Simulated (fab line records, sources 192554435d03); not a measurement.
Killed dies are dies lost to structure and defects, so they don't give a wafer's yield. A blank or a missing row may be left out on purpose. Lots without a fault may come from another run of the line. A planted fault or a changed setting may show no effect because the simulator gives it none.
Problem report in the 8D (eight disciplines) form, filled by code | flow n5_finfet | the parts of the form that need people (team, actions taken, sign-off) are left out

1. THE PROBLEM
trench_depth_nm at N5_BEOL_M3_OCD_MEAS_38 reads a mean of 50.0 nm on 6 wafers of 2 lots; wafers without a fault read 55.5 nm with a standard deviation of 1. That is -5.6 standard deviations from the usual mean.
First seen on wafer L525.2, day 9 16:23, on ocd-02. The record holds 24 wafers of 8 lots with a number at this step. Rule for "out", or "out of limits": more than 4 standard deviations from the usual mean. The other wafers with a number count as sound.

2. WHAT IT IS AND WHAT IT IS NOT
question                    | is                     | is not
which readings at this step | trench_depth_nm        | -
which lots                  | L525, L528             | L521, L522, L532, L535, L537, L538
which wafers of those lots  | all that have a number | -
read on which gauges        | ocd-02                 | ocd-01
when                        | from day 9 16:23       | up to then (6 sound wafers); but 12 sound wafers of L532, L535, L537, L538 came after

3. SUSPECTS, AND WHAT RULES EACH OUT
Counting: a tool at a process step up to the reading stays a suspect if it ran every lot that is out and no sound lot after the first of them.
- the gauge at N5_BEOL_M3_OCD_MEAS_38: ruled out. All the wafers that are out were read on ocd-02, but those of them that N5_BEOL_M3_TRENCH_ETCH_37 has rows for are out there too, on other tools.
- rie_diel-03 at N5_BEOL_M3_ETCH_63 (etches SiARC in CF4, target depth 15.6 nm, time 26 s): ruled out as a lasting fault. Sound lots L535, L538 ran on it after its first lot that is out, L525 (day 9 12:54).
- rie_diel-03 at N5_BEOL_M3_TRENCH_ETCH_37 (etches SiOC in C4F6/O2, target depth 55.555 nm, time 29.2 s): ruled out as a lasting fault. Sound lots L537 ran on it after its first lot that is out, L525 (day 9 16:14).
- rie_diel-03 at N5_BEOL_M3_STRIP_97 (strips in N2/H2, time 10 s): ruled out as a lasting fault. Sound lots L537 ran on it after its first lot that is out, L525 (day 9 16:23). N5_BEOL_M3_STRIP_97 gives no start for some lots, so the hours and the order of its lots are those of N5_BEOL_M3_OCD_MEAS_38.
Left after counting: nothing in the record.

4. THE CAUSE (what the simulator had put in)
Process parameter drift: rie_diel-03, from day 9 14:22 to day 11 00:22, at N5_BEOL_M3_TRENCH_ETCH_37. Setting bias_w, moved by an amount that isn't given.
Counting ruled it out, wrongly: the rule takes a fault to strike every lot that its tool runs from its start on, and this one did not.

5. THE CHAIN OF EFFECTS, in route order
Each row: a reading whose mean over the struck wafers that have a number lies more than 3 standard deviations from the usual. Only readings for which the record gives a usual standard deviation are gone through. hours: the time from each lot's start at the first step in this table that gives one to its start at this step, as a median over the lots. sigmas: the change in usual standard deviations.
hours | step                      | reading         | usual   | on struck wafers | change | sigmas
0     | N5_BEOL_M3_TRENCH_ETCH_37 | bias_w          | 185.1 W | 123.9            | -61.2  | -96
0     | N5_BEOL_M3_TRENCH_ETCH_37 | rf_vpp_V        | 668 V   | 489              | -179   | -14
0     | N5_BEOL_M3_OCD_MEAS_38    | trench_depth_nm | 55.5 nm | 50.0             | -5.5   | -5.6
The process steps in it:
- N5_BEOL_M3_TRENCH_ETCH_37: etches SiOC in C4F6/O2, target depth 55.555 nm, time 29.2 s.
Later measuring or inspecting steps at which every struck wafer that the step has a row for has a number for every such reading, and none has moved that far: N5_BEOL_M3_CD_MEAS_35, N5_BEOL_M4_RC_MEAS_101.

6. WHAT WOULD HAVE CAUGHT IT SOONER
In this record the first reading out of limits at a measuring or inspecting step was taken at day 9 16:23, 2 hours after the fault began at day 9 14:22.
The tool's own readings at N5_BEOL_M3_TRENCH_ETCH_37 were out on every struck wafer that the step has a row for (bias_w, rf_vpp_V): an alarm limit on them would have fired on the first of those.
